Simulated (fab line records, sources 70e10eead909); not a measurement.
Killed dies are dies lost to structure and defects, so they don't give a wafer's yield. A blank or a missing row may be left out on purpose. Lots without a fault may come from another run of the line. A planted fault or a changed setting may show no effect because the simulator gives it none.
fab line records | flow nand_harc
record lots=23 wafers=69 last_day=33
route steps=1302 shown A_CONTACT@999
lots that met no fault: from a run of the same line without faults
start_h: hours from the record's first day to the start of the lot's first wafer shown | wait_h: hours since the lot's step before | " the same as in the row above | L1.1+2: a row that stands for several wafers | - no value, or no start given | * or withheld: withheld | < > ~ a bound
route shown NAME@n: a module of which the file shows steps, and the number in the route of the first | usual: mean/standard deviation of fault-free wafers | same: alike in all rows | chamber/n: place in a boat | sites: the reading at each site | _std_site: their standard deviation | _edge_site: outer sites' mean less inner sites' | radius_mm: how far each site lies from the wafer's centre | mask NAME#n: copy n | behind: the tool/chamber that last shaped the wafer | hold: why the lot was held/for how many hours/how that ended | device: the transistor (n, p or np) that didn't switch | end of line: the same wafers' tests at the end of the route | a step without rows: its recipe alone | killed: dies lost to structure and defects at the first sort, not the wafer's yield | map: a wafer's dies, x killed, . not, _ none there
set.NAME: the setting as run; set.NAME@STEP: as run at that earlier step | model.NAME: the simulator's own value behind a step, which no gauge read
steps of the route over a sample of lots; a table a step, a row a wafer
services: from which hour (start_h, from the record's first day; less than 0 if before it) a tool's chamber was out of use, for how many hours, and why
## steps
# step NHARC_A_CONTACT_INSPECT_44
# usual raw_defect_count=81/27
# columns lot.wafer tool chamber start_h wait_h raw_defect_count
L074.3 defect_inspect-02 - 503.09 0.0 116
L074.4 " - " " 106
L074.5 " - " " 96
L076.1 defect_inspect-02 - 519.72 0.0 48
L076.3 " - " " 52
L076.4 " - " " 47
L078.1 defect_inspect-01 - 527.67 0.0 55
L078.4 " - " " 54
L078.6 " - " " 54
L077.2 defect_inspect-02 - 528.54 0.0 124
L077.4 " - " " 119
L077.6 " - " " 137
L079.1 defect_inspect-02 - 532.48 0.0 60
L079.2 " - " " 85
L079.6 " - " " 59
L080.1 defect_inspect-01 - 548.19 0.0 60
L080.2 " - " " 64
L080.3 " - " " 68
L081.1 defect_inspect-02 - 552.24 0.0 60
L081.3 " - " " 77
L081.5 " - " " 75
L082.1 defect_inspect-02 - 573.39 0.0 70
L082.3 " - " " 100
L082.4 " - " " 90
L083.2 defect_inspect-02 - 599.12 0.0 88
L083.4 " - " " 89
L083.5 " - " " 101
L085.2 defect_inspect-01 - 600.68 0.0 126
L085.3 " - " " 155
L085.6 " - " " 128
L084.1 defect_inspect-02 - 600.88 0.0 57
L084.3 " - " " 63
L084.4 " - " " 57
L086.1 defect_inspect-02 - 628.04 0.0 82
L086.4 " - " " 80
L086.6 " - " " 101
L087.1 defect_inspect-02 - 631.45 0.0 73
L087.3 " - " " 82
L087.4 " - " " 105
L088.3 defect_inspect-02 - 632.27 0.0 63
L088.4 " - " " 77
L088.6 " - " " 49
L089.1 defect_inspect-01 - 637.28 0.0 105
L089.2 " - " " 105
L089.6 " - " " 94
L090.3 defect_inspect-02 - 644.57 0.0 70
L090.4 " - " " 94
L090.5 " - " " 104
L091.1 defect_inspect-01 - 660.17 0.0 117
L091.2 " - " " 103
L091.6 " - " " 102
L092.1 defect_inspect-01 - 661.51 0.0 94
L092.2 " - " " 90
L092.6 " - " " 100
L093.1 defect_inspect-02 - 674.91 0.0 68
L093.5 " - " " 60
L093.6 " - " " 51
L096.1 defect_inspect-01 - 690.70 0.0 56
L096.2 " - " " 47
L096.4 " - " " 56
L095.1 defect_inspect-02 - 690.91 0.0 93
L095.3 " - " " 97
L095.5 " - " " 126
L094.1 defect_inspect-02 - 705.49 0.0 24
L094.4 " - " " 29
L094.6 " - " " 35
L097.1 defect_inspect-01 - 718.93 0.0 78
L097.4 " - " " 92
L097.6 " - " " 87
# step NHARC_A_CONTACT_ETCH_49
# recipe target_depth_a=2600 over_etch_frac=0.3 time_s=475.3 ion_energy_ev=200 n2_flow_sccm=150 h2_flow_sccm=150 ar_flow_sccm=0 rf_w=400 bias_w=150 chemistry=N2/H2
# usual drypump_motor_current_A=5.6/0.39 oes_product_au=1.000/0.014 rf_vpp_V=430/3 showerhead_plenum_p_Torr=2.04/0.1 throttle_valve_pct=14.171/0.0086
# same time_s=475.3
# columns lot.wafer tool chamber start_h wait_h drypump_motor_current_A oes_product_au rf_hours_counter_h rf_vpp_V showerhead_plenum_p_Torr throttle_valve_pct
L074.4 rie_diel-06 3 - - 5.4 0.998 5 434 2.19 14.172
L074.3 " 1 " " 4.9 1.007 3 428 1.97 14.148
L074.5 " 3 " " 5.4 1.002 - 435 2.19 14.165
L076.1 rie_diel-12 1 - - 5.9 0.998 10 431 2.01 14.179
L076.4 " 2 " " 5.7 1.024 7 428 1.90 14.179
L076.3 " 0 " " 4.9 0.974 11 428 1.96 14.177
L078.4 rie_diel-06 0 - - 5.4 0.989 15 435 2.17 14.176
L078.1 " 1 " " 4.8 1.014 13 430 1.97 14.186
L078.6 " 2 " " 5.7 0.992 - 435 2.19 14.179
L077.4 rie_diel-12 1 - - 5.9 1.003 13 429 2.01 14.163
L077.2 " 0 " " 4.9 0.993 13 427 1.95 14.162
L077.6 " 1 " " 6.0 1.019 - 429 2.01 14.162
L079.2 rie_diel-12 3 - - 5.9 0.994 12 433 2.11 14.159
L079.1 " 1 " " 5.9 1.000 14 432 2.01 14.175
L079.6 " 2 " " 5.7 1.024 - 426 1.90 14.160
L080.3 rie_diel-03 2 - - 6.0 1.007 31 434 2.07 14.193
L080.2 " 0 " " 6.1 1.002 27 428 1.94 14.174
L080.1 " 1 " " 5.6 1.002 26 431 2.07 14.172
L081.1 rie_diel-06 3 - - 5.4 0.992 19 434 2.19 14.167
L081.3 " 0 " " 5.4 0.990 26 434 2.16 14.181
L081.5 " 2 " " 5.7 0.980 - 436 2.19 14.183
L082.4 rie_diel-12 3 - - 5.9 0.988 21 432 2.11 14.160
L082.1 " 0 " " 4.9 0.985 21 428 1.95 14.175
L082.3 " 1 " " 5.9 0.991 18 429 2.01 14.166
L083.4 rie_diel-06 1 - - 4.8 1.024 37 427 1.96 14.183
L083.2 " 2 " " 5.7 0.990 37 435 2.18 14.186
L083.5 " 3 " " 5.4 0.992 - 433 2.18 14.189
L084.4 rie_diel-06 0 - - 5.4 0.992 41 433 2.16 14.163
L084.1 " 1 " " 4.9 1.022 38 428 1.96 14.178
L084.3 " 2 " " 5.7 0.984 38 435 2.18 14.167
L085.3 rie_diel-12 1 - - 5.9 0.997 20 428 2.01 14.166
L085.2 " 0 " " 4.9 0.982 23 427 1.95 14.176
L085.6 " 2 " " 5.7 1.004 - 426 1.90 14.171
L086.4 rie_diel-03 3 - - 5.8 0.989 58 427 1.94 14.175
L086.1 " 0 " " 6.1 0.993 45 428 1.93 14.171
L086.6 " 2 " " 6.1 0.989 - 431 2.06 14.175
L087.3 rie_diel-12 3 - - 5.9 1.003 0 435 2.11 14.180
L087.4 " 0 " " 4.9 0.999 0 429 1.95 14.170
L087.1 " 1 " " 6.0 0.981 0 429 2.01 14.161
L088.3 rie_diel-03 1 - - 5.6 1.009 46 431 2.06 14.177
L088.4 " 2 " " 6.1 0.985 59 433 2.06 14.183
L088.6 " 1 " " 5.7 1.002 - 432 2.06 14.161
L089.2 rie_diel-12 2 - - 5.7 1.027 1 426 1.89 14.159
L089.1 " 3 " " 5.9 1.000 1 431 2.11 14.172
L089.6 " 2 " " 5.7 1.022 - 426 1.90 14.160
L090.4 rie_diel-12 0 - - 4.9 0.993 4 428 1.95 14.176
L090.3 " 1 " " 5.9 0.990 4 430 2.01 14.165
L090.5 " 3 " " 5.9 0.995 - 432 2.11 14.178
L091.2 rie_diel-12 0 - - 4.9 1.001 7 427 1.95 14.177
L091.1 " 1 " " 5.9 0.995 7 430 2.01 14.185
L091.6 " 3 " " 5.9 0.989 - 433 2.10 14.161
L092.2 rie_diel-12 3 - - 5.9 1.002 8 431 2.10 14.169
L092.1 " 0 " " 4.9 0.995 8 428 1.95 14.175
L092.6 " 1 " " 5.9 0.999 - 431 2.01 14.164
L093.1 rie_diel-06 1 - - 4.9 1.024 1 429 1.95 14.169
L093.6 " 1 " " 4.9 1.019 - 427 1.95 14.176
L093.5 " 2 " " 5.7 1.008 - 434 2.17 14.168
L096.4 rie_diel-12 3 - - 5.9 0.997 13 431 2.10 14.167
L096.1 " 1 " " 6.0 0.980 14 430 2.00 14.154
L096.2 " 2 " " 5.7 1.020 14 426 1.89 14.165
L095.1 rie_diel-03 1 - - 5.6 0.999 11 431 2.06 14.164
L095.3 " 2 " " 6.1 0.980 18 430 2.05 14.173
L095.5 " 1 " " 5.6 1.002 - 431 2.06 14.170
L094.4 rie_diel-12 2 - - 5.7 1.022 16 426 1.89 14.176
L094.1 " 1 " " 6.0 0.977 16 430 2.00 14.156
L094.6 " 2 " " 5.7 1.019 - 427 1.89 14.148
L097.1 rie_diel-06 3 - - 5.4 1.017 17 433 2.17 14.178
L097.4 " 0 " " 5.4 0.967 18 433 2.15 14.163
L097.6 " 3 " " 5.4 1.013 - 433 2.17 14.182
# step NHARC_A_CONTACT_ETCH_50
# recipe target_depth_a=1210 time_s=60.5 cf4_flow_sccm=100 chf3_flow_sccm=30 ar_flow_sccm=0 rf_w=500 bias_w=200 chemistry=CF4/CHF3
# usual drypump_motor_current_A=5.6/0.4 oes_product_au=0.948/0.025 rf_vpp_V=370.5/2.4 showerhead_plenum_p_Torr=1.57/0.072 throttle_valve_pct=16.804/0.0092
# same time_s=60.5
# columns lot.wafer tool chamber start_h wait_h drypump_motor_current_A oes_product_au rf_hours_counter_h rf_vpp_V showerhead_plenum_p_Torr throttle_valve_pct
L074.3 rie_diel-06 2 - - 5.7 0.964 3 373.6 1.68 16.806
L074.4 " 1 " " 4.8 0.979 3 368.7 1.53 16.800
L074.5 " 3 " " 5.4 0.958 - 373.8 1.68 16.807
L076.1 rie_diel-12 0 - - 4.9 0.970 11 368.8 1.51 16.798
L076.4 " 1 " " 5.9 0.988 11 370.2 1.55 16.799
L076.3 " 2 " " 5.7 0.989 7 367.8 1.48 16.800
L078.1 rie_diel-06 3 - - 5.4 0.959 9 373.6 1.68 16.798
L078.4 " 2 " " 5.7 0.949 12 373.7 1.68 16.788
L078.6 " 3 " " 5.4 0.953 - 372.6 1.68 16.795
L077.4 rie_diel-12 0 - - 4.9 0.920 13 368.2 1.51 16.804
L077.2 " 1 " " 5.9 0.942 13 370.7 1.55 16.781
L077.6 " 0 " " 4.9 0.920 - 369.1 1.51 16.807
L079.1 rie_diel-12 1 - - 5.9 0.965 14 370.4 1.55 16.804
L079.2 " 2 " " 5.7 0.986 11 366.1 1.47 16.791
L079.6 " 3 " " 5.9 0.937 - 372.4 1.62 16.803
L080.3 rie_diel-03 0 - - 6.1 0.976 27 368.7 1.50 16.804
L080.2 " 1 " " 5.6 0.981 26 370.0 1.59 16.820
L080.1 " 3 " " 5.8 0.958 32 369.4 1.51 16.804
L081.1 rie_diel-06 3 - - 5.4 0.920 19 374.1 1.68 16.812
L081.3 " 0 " " 5.4 0.917 26 373.3 1.66 16.799
L081.5 " 1 " " 4.9 0.946 - 370.0 1.52 16.801
L082.1 rie_diel-12 0 - - 4.9 0.934 21 368.2 1.51 16.793
L082.3 " 1 " " 5.9 0.939 18 369.6 1.55 16.805
L082.4 " 2 " " 5.7 0.970 19 365.9 1.47 16.799
L083.2 rie_diel-06 2 - - 5.7 0.912 37 372.8 1.67 16.814
L083.4 " 3 " " 5.4 0.920 35 373.4 1.67 16.802
L083.5 " 1 " " 4.8 0.956 - 367.5 1.52 16.805
L084.4 rie_diel-06 2 - - 5.7 0.917 39 373.7 1.67 16.804
L084.3 " 3 " " 5.4 0.920 36 373.9 1.67 16.792
L084.1 " 1 " " 4.8 0.952 38 368.6 1.52 16.793
L085.2 rie_diel-12 3 - - 5.9 0.922 23 373.0 1.62 16.798
L085.3 " 0 " " 4.9 0.921 23 369.0 1.51 16.804
L085.6 " 1 " " 6.0 0.916 - 369.7 1.55 16.814
L086.4 rie_diel-03 1 - - 5.6 0.933 44 369.5 1.59 16.811
L086.1 " 2 " " 6.0 0.918 58 370.0 1.59 16.800
L086.6 " 0 " " 6.1 0.919 - 368.7 1.50 16.816
L087.1 rie_diel-12 2 - - 5.7 0.996 0 367.4 1.47 16.812
L087.3 " 3 " " 5.9 0.985 0 372.1 1.62 16.809
L087.4 " 1 " " 5.9 0.946 0 371.9 1.55 16.808
L088.4 rie_diel-03 3 - - 5.9 0.905 63 369.1 1.50 16.804
L088.3 " 0 " " 6.1 0.923 50 367.9 1.50 16.793
L088.6 " 2 " " 6.1 0.913 - 370.1 1.59 16.802
L089.1 rie_diel-12 2 - - 5.7 0.988 1 367.6 1.47 16.814
L089.2 " 3 " " 5.9 0.973 1 372.9 1.62 16.801
L089.6 " 2 " " 5.7 0.996 - 367.2 1.47 16.801
L090.3 rie_diel-12 2 - - 5.7 0.971 3 367.7 1.47 16.786
L090.4 " 3 " " 5.9 0.945 4 371.7 1.62 16.801
L090.5 " 0 " " 4.9 0.940 - 368.1 1.51 16.818
L091.2 rie_diel-12 3 - - 5.9 0.950 8 372.8 1.62 16.792
L091.1 " 0 " " 4.9 0.962 7 368.1 1.51 16.823
L091.6 " 2 " " 5.7 0.958 - 367.2 1.47 16.784
L092.1 rie_diel-12 0 - - 4.9 0.978 8 369.2 1.51 16.807
L092.2 " 1 " " 5.9 0.978 8 369.9 1.55 16.806
L092.6 " 3 " " 5.9 0.960 - 372.1 1.62 16.804
L093.1 rie_diel-06 1 - - 4.9 0.986 2 367.4 1.51 16.810
L093.5 " 3 " " 5.4 0.974 - 371.6 1.67 16.822
L093.6 " 0 " " 5.4 0.943 - 374.4 1.65 16.794
L096.1 rie_diel-12 3 - - 5.9 0.968 13 372.5 1.62 16.793
L096.4 " 0 " " 4.9 0.989 13 368.6 1.51 16.817
L096.2 " 1 " " 5.9 0.960 14 369.2 1.55 16.813
L095.1 rie_diel-03 1 - - 5.6 0.976 11 371.2 1.59 16.798
L095.3 " 0 " " 6.1 0.989 19 367.3 1.49 16.822
L095.5 " 2 " " 6.0 0.941 - 370.8 1.58 16.816
L094.4 rie_diel-12 0 - - 4.9 0.936 15 370.3 1.51 16.810
L094.1 " 3 " " 5.9 0.920 15 370.1 1.62 16.818
L094.6 " 0 " " 4.9 0.943 - 368.5 1.51 16.802
L097.4 rie_diel-06 2 - - 5.7 0.931 17 374.0 1.66 16.806
L097.1 " 3 " " 5.4 0.941 17 373.8 1.66 16.824
L097.6 " 2 " " 5.7 0.935 - 371.9 1.66 16.798
# step NHARC_A_CONTACT_ETCH_51
# recipe target_depth_a=70000 over_etch_frac=0.3 time_s=1820 ion_energy_ev=150 o2_flow_sccm=400 cos_flow_sccm=20 ar_flow_sccm=0 rf_w=500 bias_w=300 chemistry=O2/COS
# usual drypump_motor_current_A=5.6/0.42 oes_product_au=0.999/0.015 rf_vpp_V=314.0/2.2 showerhead_plenum_p_Torr=3.11/0.14 throttle_valve_pct=28.330/0.0089
# same time_s=1820
# columns lot.wafer tool chamber start_h wait_h drypump_motor_current_A oes_product_au rf_hours_counter_h rf_vpp_V showerhead_plenum_p_Torr throttle_valve_pct
L074.3 rie_diel-06 0 - - 5.4 0.990 6 318.0 3.31 28.332
L074.4 " 3 " " 5.4 0.999 6 316.5 3.34 28.330
L074.5 " 1 " " 4.8 1.010 - 311.8 3.03 28.335
L076.1 rie_diel-12 3 - - 5.9 0.982 10 315.3 3.22 28.332
L076.3 " 0 " " 4.9 0.981 11 311.9 3.00 28.325
L076.4 " 2 " " 5.7 1.020 8 311.3 2.93 28.331
L078.4 rie_diel-06 3 - - 5.4 0.991 10 316.9 3.33 28.328
L078.1 " 1 " " 4.9 1.018 13 313.7 3.02 28.340
L078.6 " 0 " " 5.4 0.983 - 317.2 3.30 28.316
L077.4 rie_diel-12 3 - - 5.9 0.984 12 315.6 3.22 28.341
L077.2 " 0 " " 4.9 0.986 14 311.7 3.00 28.321
L077.6 " 1 " " 5.9 1.002 - 313.3 3.08 28.316
L079.1 rie_diel-12 2 - - 5.7 1.019 11 310.6 2.93 28.345
L079.2 " 0 " " 4.9 0.984 14 313.2 3.00 28.328
L079.6 " 2 " " 5.7 1.020 - 312.0 2.93 28.335
L080.3 rie_diel-03 1 - - 5.6 1.017 26 315.0 3.16 28.328
L080.1 " 2 " " 6.0 0.995 32 313.0 3.16 28.332
L080.2 " 0 " " 6.1 1.003 28 311.9 2.98 28.331
L081.1 rie_diel-06 2 - - 5.7 0.980 21 316.0 3.33 28.317
L081.3 " 0 " " 5.4 0.983 26 317.3 3.30 28.323
L081.5 " 3 " " 5.4 0.977 - 318.0 3.33 28.343
L082.3 rie_diel-12 0 - - 4.9 0.988 21 312.9 3.00 28.332
L082.4 " 2 " " 5.7 1.028 19 311.1 2.92 28.329
L082.1 " 3 " " 6.0 1.003 21 315.7 3.22 28.343
L083.2 rie_diel-06 0 - - 5.4 0.994 40 317.1 3.29 28.342
L083.4 " 1 " " 4.9 1.018 38 312.2 3.01 28.314
L083.5 " 3 " " 5.4 0.989 - 317.2 3.32 28.330
L084.4 rie_diel-06 1 - - 4.8 1.022 39 313.0 3.01 28.335
L084.3 " 2 " " 5.7 0.999 39 317.2 3.32 28.330
L084.1 " 3 " " 5.4 0.994 36 317.4 3.32 28.340
L085.3 rie_diel-12 3 - - 5.9 0.993 23 314.9 3.22 28.331
L085.2 " 0 " " 4.9 0.992 23 312.4 3.00 28.324
L085.6 " 3 " " 5.9 0.995 - 313.3 3.22 28.313
L086.4 rie_diel-03 0 - - 6.1 1.001 45 311.3 2.97 28.328
L086.1 " 1 " " 5.7 1.002 45 314.4 3.15 28.338
L086.6 " 1 " " 5.6 1.000 - 315.2 3.15 28.333
L087.1 rie_diel-12 0 - - 4.9 1.000 0 312.1 3.00 28.316
L087.4 " 1 " " 6.0 0.998 0 313.4 3.08 28.342
L087.3 " 2 " " 5.7 1.033 1 312.2 2.92 28.324
L088.3 rie_diel-03 3 - - 5.8 0.976 63 310.4 2.98 28.346
L088.4 " 2 " " 6.0 1.007 61 314.5 3.15 28.332
L088.6 " 0 " " 6.1 0.995 - 311.6 2.97 28.326
L089.1 rie_diel-12 3 - - 5.9 0.986 2 316.3 3.21 28.334
L089.2 " 2 " " 5.7 1.016 2 311.1 2.92 28.332
L089.6 " 0 " " 4.9 0.985 - 312.5 2.99 28.331
L090.3 rie_diel-12 0 - - 4.9 1.007 4 312.4 2.99 28.329
L090.4 " 1 " " 5.9 0.992 4 313.4 3.08 28.328
L090.5 " 2 " " 5.7 1.026 - 310.3 2.92 28.312
L091.2 rie_diel-12 1 - - 5.9 0.989 7 313.4 3.07 28.333
L091.1 " 3 " " 5.9 1.005 8 315.2 3.21 28.330
L091.6 " 1 " " 5.9 0.992 - 312.2 3.07 28.333
L092.2 rie_diel-12 0 - - 4.9 1.002 8 312.7 2.99 28.323
L092.1 " 2 " " 5.7 1.011 9 311.1 2.92 28.338
L092.6 " 1 " " 5.9 0.989 - 312.8 3.07 28.328
L093.1 rie_diel-06 1 - - 4.8 1.018 2 311.9 3.00 28.338
L093.6 " 1 " " 4.8 1.020 - 311.3 3.00 28.337
L093.5 " 2 " " 5.7 0.995 - 316.2 3.31 28.318
L096.1 rie_diel-12 0 - - 4.9 1.020 13 312.3 2.99 28.328
L096.4 " 1 " " 5.9 0.978 14 314.1 3.07 28.315
L096.2 " 2 " " 5.7 1.014 14 311.9 2.91 28.328
L095.3 rie_diel-03 0 - - 6.1 1.014 20 311.6 2.96 28.320
L095.1 " 1 " " 5.7 0.997 11 315.0 3.15 28.332
L095.5 " 3 " " 5.8 1.002 - 310.6 2.97 28.326
L094.1 rie_diel-12 3 - - 5.9 0.994 16 315.6 3.21 28.330
L094.4 " 1 " " 5.9 0.983 16 314.2 3.07 28.334
L094.6 " 3 " " 6.0 1.006 - 315.8 3.21 28.338
L097.4 rie_diel-06 1 - - 4.9 1.011 18 311.8 2.99 28.312
L097.1 " 3 " " 5.4 1.021 18 317.6 3.30 28.333
L097.6 " 1 " " 4.9 1.021 - 312.7 2.99 28.333
# step NHARC_A_CONTACT_ETCH_90
# recipe target_depth_a=400 over_etch_frac=0.5 time_s=85.7 ion_energy_ev=120 ch3f_flow_sccm=50 o2_flow_sccm=30 ar_flow_sccm=200 rf_w=500 bias_w=100 chemistry=CH3F/O2
# usual ch3f_flow_sccm=49.99/0.17 drypump_motor_current_A=5.6/0.4 oes_product_au=0.96/0.038 rf_vpp_V=243.9/1.7 showerhead_plenum_p_Torr=2.43/0.11 throttle_valve_pct=20.663/0.01
# same time_s=85.7
# columns lot.wafer tool chamber start_h wait_h ch3f_flow_sccm drypump_motor_current_A oes_product_au rf_hours_counter_h rf_vpp_V showerhead_plenum_p_Torr throttle_valve_pct
L074.3 rie_diel-06 0 508.03 0.7 49.92 5.4 0.93 8 246.0 2.61 20.656
L074.4 " 3 " " 49.79 5.4 0.93 7 247.8 2.63 20.679
L074.5 " 1 " " 50.22 4.8 0.95 - 243.8 2.38 20.661
L076.4 rie_diel-06 3 524.96 0.7 49.96 5.4 0.99 8 248.0 2.63 20.671
L076.3 " 0 " " 50.29 5.5 0.99 15 248.4 2.60 20.660
L076.1 " 1 " " 49.82 4.8 1.02 12 243.7 2.38 20.657
L078.4 rie_diel-06 3 532.66 0.8 50.02 5.4 0.92 12 245.8 2.63 20.654
L078.1 " 0 " " 50.15 5.4 0.91 18 245.9 2.60 20.669
L078.6 " 1 " " 50.20 5.0 0.94 - 244.0 2.38 20.647
L077.4 rie_diel-06 3 533.49 0.6 50.14 5.4 0.99 13 247.3 2.63 20.654
L077.2 " 1 " " 49.87 4.9 1.02 15 242.1 2.38 20.661
L077.6 " 3 " " 49.84 5.4 1.00 - 246.5 2.63 20.674
L079.2 rie_diel-12 0 537.54 0.9 49.85 4.9 0.92 15 245.0 2.36 20.651
L079.1 " 2 " " 50.08 5.7 0.94 12 240.5 2.30 20.650
L079.6 " 3 " " 50.09 5.9 0.91 - 244.1 2.54 20.649
L080.3 rie_diel-12 1 553.13 0.7 50.10 5.9 0.92 15 244.5 2.43 20.653
L080.2 " 2 " " 49.89 5.7 0.94 15 241.5 2.30 20.659
L080.1 " 0 " " 50.09 4.9 0.92 18 243.8 2.36 20.664
L081.1 rie_diel-12 2 557.20 0.9 50.22 5.7 1.01 16 242.3 2.30 20.659
L081.3 " 0 " " 50.11 4.9 0.97 18 242.5 2.36 20.665
L081.5 " 1 " " 49.71 5.9 1.00 - 241.2 2.43 20.654
L082.4 rie_diel-12 1 578.65 0.7 50.05 5.9 0.91 19 244.8 2.42 20.643
L082.3 " 2 " " 50.18 5.7 0.94 20 244.3 2.30 20.679
L082.1 " 0 " " 50.25 4.9 0.92 22 242.4 2.36 20.677
L083.4 rie_diel-12 2 604.07 0.7 49.91 5.7 1.00 22 243.0 2.30 20.673
L083.2 " 1 " " 50.13 5.9 0.96 21 244.0 2.42 20.657
L083.5 " 3 " " 49.69 5.9 0.97 - 244.5 2.54 20.664
L084.3 rie_diel-12 0 606.01 0.6 49.93 4.9 0.99 24 241.5 2.36 20.662
L084.4 " 1 " " 49.86 6.0 0.99 21 243.7 2.42 20.650
L084.1 " 2 " " 49.83 5.7 1.02 22 242.3 2.30 20.663
L085.3 rie_diel-12 1 606.68 0.7 49.77 5.9 0.92 21 243.2 2.42 20.663
L085.2 " 3 " " 50.18 5.9 0.92 24 244.1 2.54 20.671
L085.6 " 0 " " 50.12 4.9 0.91 - 243.6 2.36 20.678
L086.1 rie_diel-12 0 633.06 0.8 50.10 4.9 1.00 1 242.3 2.36 20.676
L086.4 " 1 " " 50.10 5.9 0.98 1 244.8 2.42 20.666
L086.6 " 2 " " 50.09 5.7 1.02 - 243.5 2.29 20.672
L087.3 rie_diel-12 2 636.38 0.7 49.91 5.7 0.95 1 241.0 2.30 20.662
L087.4 " 0 " " 49.56 4.9 0.93 1 243.8 2.36 20.663
L087.1 " 1 " " 49.81 5.9 0.91 1 242.2 2.42 20.661
L088.3 rie_diel-12 2 640.01 0.6 50.02 5.7 1.02 2 242.2 2.29 20.677
L088.4 " 3 " " 49.89 5.9 1.00 2 244.2 2.53 20.669
L088.6 " 1 " " 50.07 5.9 0.99 - 243.7 2.42 20.665
L089.2 rie_diel-12 2 643.13 1.1 50.10 5.7 0.95 2 242.5 2.29 20.649
L089.1 " 3 " " 50.03 5.9 0.93 3 245.9 2.53 20.650
L089.6 " 0 " " 50.02 4.9 0.93 - 242.4 2.36 20.658
L090.4 rie_diel-12 2 649.54 0.7 49.94 5.7 0.94 5 242.6 2.29 20.659
L090.3 " 3 " " 50.03 5.9 0.92 5 244.9 2.53 20.654
L090.5 " 2 " " 50.24 5.7 0.96 - 240.9 2.29 20.653
L091.1 rie_diel-12 1 665.14 0.8 49.89 6.0 0.92 10 243.5 2.42 20.670
L091.2 " 2 " " 50.02 5.7 0.95 10 242.4 2.29 20.674
L091.6 " 2 " " 50.06 5.7 0.94 - 244.0 2.29 20.658
L092.2 rie_diel-12 2 666.51 0.8 50.24 5.7 0.94 10 241.6 2.29 20.668
L092.1 " 3 " " 50.18 5.9 0.92 10 245.0 2.53 20.665
L092.6 " 2 " " 50.43 5.7 0.93 - 242.2 2.29 20.657
L093.1 rie_diel-12 2 679.87 0.9 49.84 5.7 1.02 12 242.5 2.29 20.659
L093.5 " 1 " " 49.90 5.9 0.99 - 243.9 2.42 20.669
L093.6 " 2 " " 50.00 5.7 1.02 - 242.2 2.29 20.669
L095.1 rie_diel-12 1 695.83 0.8 50.05 5.9 0.98 15 243.4 2.42 20.669
L095.3 " 0 " " 49.86 4.9 1.01 14 241.7 2.35 20.680
L095.5 " 2 " " 49.89 5.7 1.03 - 242.3 2.29 20.669
L096.2 rie_diel-03 2 696.54 0.9 49.72 6.0 0.97 20 244.5 2.47 20.686
L096.1 " 0 " " 49.94 6.1 1.00 21 241.0 2.33 20.661
L096.4 " 2 " " 49.82 6.0 0.97 - 243.8 2.47 20.658
L094.4 rie_diel-12 3 710.44 0.7 50.04 5.9 0.92 17 245.4 2.53 20.671
L094.1 " 1 " " 49.96 5.9 0.91 16 243.5 2.42 20.666
L094.6 " 0 " " 50.27 4.9 0.95 - 244.3 2.35 20.676
L097.1 rie_diel-12 1 724.23 0.9 50.01 6.0 0.99 18 244.2 2.42 20.657
L097.4 " 3 " " 50.16 5.9 0.99 19 245.4 2.53 20.664
L097.6 " 1 " " 50.25 6.0 0.99 - 245.0 2.42 20.658
# step NHARC_A_CONTACT_INSPECT_71
# usual raw_defect_count=83/27
# columns lot.wafer tool chamber start_h wait_h raw_defect_count
L074.3 defect_inspect-01 - 513.29 0.0 120
L074.4 " - " " 106
L074.5 " - " " 96
L076.1 defect_inspect-01 - 533.39 0.0 49
L076.3 " - " " 52
L076.4 " - " " 45
L078.1 defect_inspect-02 - 539.12 0.0 54
L078.4 " - " " 59
L078.6 " - " " 55
L077.2 defect_inspect-02 - 539.52 0.0 127
L077.4 " - " " 119
L077.6 " - " " 136
L079.1 defect_inspect-02 - 544.34 0.0 62
L079.2 " - " " 90
L079.6 " - " " 63
L080.1 defect_inspect-02 - 561.99 0.0 66
L080.2 " - " " 65
L080.3 " - " " 64
L081.1 defect_inspect-02 - 565.24 0.0 60
L081.3 " - " " 79
L081.5 " - " " 77
L082.1 defect_inspect-02 - 583.85 0.0 68
L082.3 " - " " 104
L082.4 " - " " 93
L083.2 defect_inspect-02 - 609.31 0.0 88
L083.4 " - " " 91
L083.5 " - " " 103
L084.1 defect_inspect-01 - 611.29 0.0 58
L084.3 " - " " 60
L084.4 " - " " 62
L085.2 defect_inspect-02 - 614.55 0.0 125
L085.3 " - " " 148
L085.6 " - " " 128
L086.1 defect_inspect-01 - 638.47 0.0 86
L086.4 " - " " 86
L086.6 " - " " 101
L087.1 defect_inspect-01 - 642.66 0.0 76
L087.3 " - " " 88
L087.4 " - " " 114
L088.3 defect_inspect-01 - 645.98 0.0 63
L088.4 " - " " 77
L088.6 " - " " 54
L089.1 defect_inspect-01 - 649.25 0.0 100
L089.2 " - " " 107
L089.6 " - " " 95
L090.3 defect_inspect-02 - 655.21 0.0 79
L090.4 " - " " 92
L090.5 " - " " 110
L091.1 defect_inspect-02 - 670.51 0.0 121
L091.2 " - " " 111
L091.6 " - " " 105
L092.1 defect_inspect-02 - 672.69 0.0 98
L092.2 " - " " 90
L092.6 " - " " 103
L093.1 defect_inspect-02 - 685.59 0.0 63
L093.5 " - " " 65
L093.6 " - " " 54
L095.1 defect_inspect-01 - 702.22 0.0 104
L095.3 " - " " 105
L095.5 " - " " 142
L096.1 defect_inspect-02 - 702.71 0.0 55
L096.2 " - " " 51
L096.4 " - " " 56
L094.1 defect_inspect-02 - 717.23 0.0 28
L094.4 " - " " 27
L094.6 " - " " 36
L097.1 defect_inspect-02 - 729.52 0.0 87
L097.4 " - " " 98
L097.6 " - " " 85
## services
# columns tool chamber start_h hours kind
rie_diel-06 - 484.44 9.0 pm
rie_diel-03 0 491.44 8.7 repair
rie_diel-12 2 495.22 12.4 repair
rie_diel-12 0 503.40 - clean
rie_diel-12 1 503.40 - clean
rie_diel-12 3 503.40 - clean
rie_diel-06 3 508.98 12.6 repair
rie_diel-12 0 527.90 - clean
rie_diel-12 1 527.90 - clean
rie_diel-12 2 527.90 - clean
rie_diel-12 3 527.90 - clean
rie_diel-12 1 533.72 14.0 repair
rie_diel-12 0 552.40 - clean
rie_diel-12 1 552.40 - clean
rie_diel-12 2 552.40 - clean
rie_diel-12 3 552.40 - clean
rie_diel-03 0 595.85 5.6 repair
rie_diel-06 - 597.52 0.5 repair
rie_diel-12 - 622.40 9.0 pm
rie_diel-03 - 636.50 9.0 pm
rie_diel-03 1 650.83 17.3 repair
rie_diel-03 3 654.93 1.4 repair
rie_diel-06 - 661.44 9.0 pm
rie_diel-03 3 696.21 2.9 repair
## key
fault none
